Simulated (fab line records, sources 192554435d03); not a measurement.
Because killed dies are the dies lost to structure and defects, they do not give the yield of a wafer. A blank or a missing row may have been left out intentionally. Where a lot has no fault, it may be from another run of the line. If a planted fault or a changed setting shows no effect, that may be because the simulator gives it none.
Split-lot experiment ; flow n5 finfet ; 21 wafers read across 7 lots, on a route 1938 steps long

## ON THE SPLIT
At N5_BEOL_M15_TRENCH_ETCH_34 (etches SiO2 in C4F8/O2/Ar, target depth 872.93 nm, time 199 s), the setting time s was moved away from the recipe's 199 s on 6 of the 21 wafers read, by -18.8% to +20.4%. The other wafers ran this setting at the recipe's value.

## FROM THE SPLIT TO THE READING: what the file shows between them, 7 steps
- N5_BEOL_M15_STRIP_36: strips in O2
- N5_BEOL_M15_ECD_47: material Cu, target thk 1860 nm
- N5_BEOL_M15_ANNEAL_48: time 90 s
- N5_BEOL_M15_CMP_49: polishes, stops on SiO2, t overpolish 4.9 s, target thk 850 nm
- N5_BEOL_M15_THK_MEAS_50: measures by xrf
- N5_BEOL_M15_PRE_CLEAN_52: time 15 s
- N5_BEOL_M15_DEP_53: deposits SiCN from 3MS/NH3, target thk 50 nm, time 17.8 s

## THE READING
M15_RS in ohm/sq, measured at N5_BEOL_M15_RS_MEAS_54 by four-point-probe. Typical for fault-free wafers on this fab line: 0.02167 ohm/sq, with standard deviation 0.00026 ohm/sq.

wafer;tool, chamber at the split;time s as run, s;against the recipe;M15_RS, ohm/sq;against lot-mates on the recipe
L074.1;rie diel-04, 3;199;recipe;0.02187;-
L074.3;rie diel-04, 0;199;recipe;0.02173;-
L074.4;rie diel-04, 1;199;recipe;0.02142;-
L077.1;rie diel-01, 2;199;recipe;0.02162;-
L077.4;rie diel-01, 1;199;recipe;0.02152;-
L077.5;rie diel-01, 0;199;recipe;0.02185;-
L079.2;rie diel-01, 0;239.5;+20.4%;0.01778;-0.00383
L079.3;rie diel-01, 1;199;recipe;0.02161;-
L079.6;rie diel-01, 0;239.5;+20.4%;0.01792;-0.00369
L076.1;rie diel-02, 2;199;recipe;0.02115;-
L076.2;rie diel-02, 0;199;recipe;0.02186;-
L076.5;rie diel-02, 0;199;recipe;0.02186;-
L084.1;rie diel-04, 3;161.5;-18.8%;0.02668;+0.00500
L084.3;rie diel-04, 2;199;recipe;0.02197;-
L084.4;rie diel-04, 0;199;recipe;0.02138;-
L090.1;rie diel-02, 2;199;recipe;0.02146;-
L090.2;rie diel-02, 0;199;recipe;0.02141;-
L090.6;rie diel-02, 0;235;+18.1%;0.01804;-0.00339
L091.1;rie diel-04, 2;239;+20.1%;0.01806;-0.00340
L091.3;rie diel-04, 1;239;+20.1%;0.01777;-0.00369
L091.6;rie diel-04, 1;199;recipe;0.02146;-

FIT RESULTS
A straight line over all 21 wafers: M15_RS changes by -0.000204 ohm/sq for each +1% of time s; r = -0.98; the points scatter about the line by 0.00037 ohm/sq.
The same after taking each lot's own level away (the mean of its wafers on the recipe; 21 wafers): -0.0002 ohm/sq for each +1%; r = -0.98; scatter 0.00036 ohm/sq.
According to that fit, moving time s by its largest amount changes the reading by 0.0041 ohm/sq.
Across the lots, their own levels run from 0.021435 to 0.021675 ohm/sq, a range of 0.9 times the standard deviation given above.
The two slopes are in agreement: the lot-to-lot level therefore moves the slope only a little.
Check: -0.00394 ohm/sq against its lot-mates is what the line predicts for one of the wafers moved furthest among these (+20.4%) when that wafer is left out of the fit. It came out at -0.00383 ohm/sq against them.

## THE OTHER SPLITS THESE WAFERS WENT THROUGH
Other splits were also applied to these wafers ahead of the reading. Each is held against what the fit with the lots' levels taken away leaves over:
other split on the same wafers;wafers away from the commonest value;r with M15_RS (lot level and that fit taken away)
N5_BEOL_M15_EXPOSE_25 dose mj;9;-0.14
N5_BEOL_M15_ETCH_61 bias w;12;-0.07

## THE WHOLE CHAIN: every reading that the file lists as answering this split, in the file's order
step;what it does;reading;change (the file's fit);r (the file's)
N5_BEOL_M15_TRENCH_ETCH_34;etches SiO2 in C4F8/O2/Ar, target depth 872.93 nm, time 199 s;etch.depth nm (the simulator's own value, which no gauge read);+8.53 nm for each +1% of the setting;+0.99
N5_BEOL_M15_TRENCH_ETCH_34;etches SiO2 in C4F8/O2/Ar, target depth 872.93 nm, time 199 s;coat_of_BEOL_M15_COAT_22.thk nm (the simulator's own value, which no gauge read);-1.57 nm for each +1% of the setting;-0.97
N5_BEOL_M15_CMP_49;polishes, stops on SiO2, t overpolish 4.9 s, target thk 850 nm;Cu_of_BEOL_M15_ECD_47.thk nm (the simulator's own value, which no gauge read);+8.52 nm for each +1% of the setting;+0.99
N5_BEOL_M15_THK_MEAS_50;measures by xrf;M15_THK;+8.81 for each +1% of the setting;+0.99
N5_BEOL_M15_RS_MEAS_54;measures by four-point-probe;M15_RS;-0.000202 for each +1% of the setting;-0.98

## THE FILE'S OWN FIT
M15_RS changes by -0.000202 ohm/sq for each +1% of time s, r = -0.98.
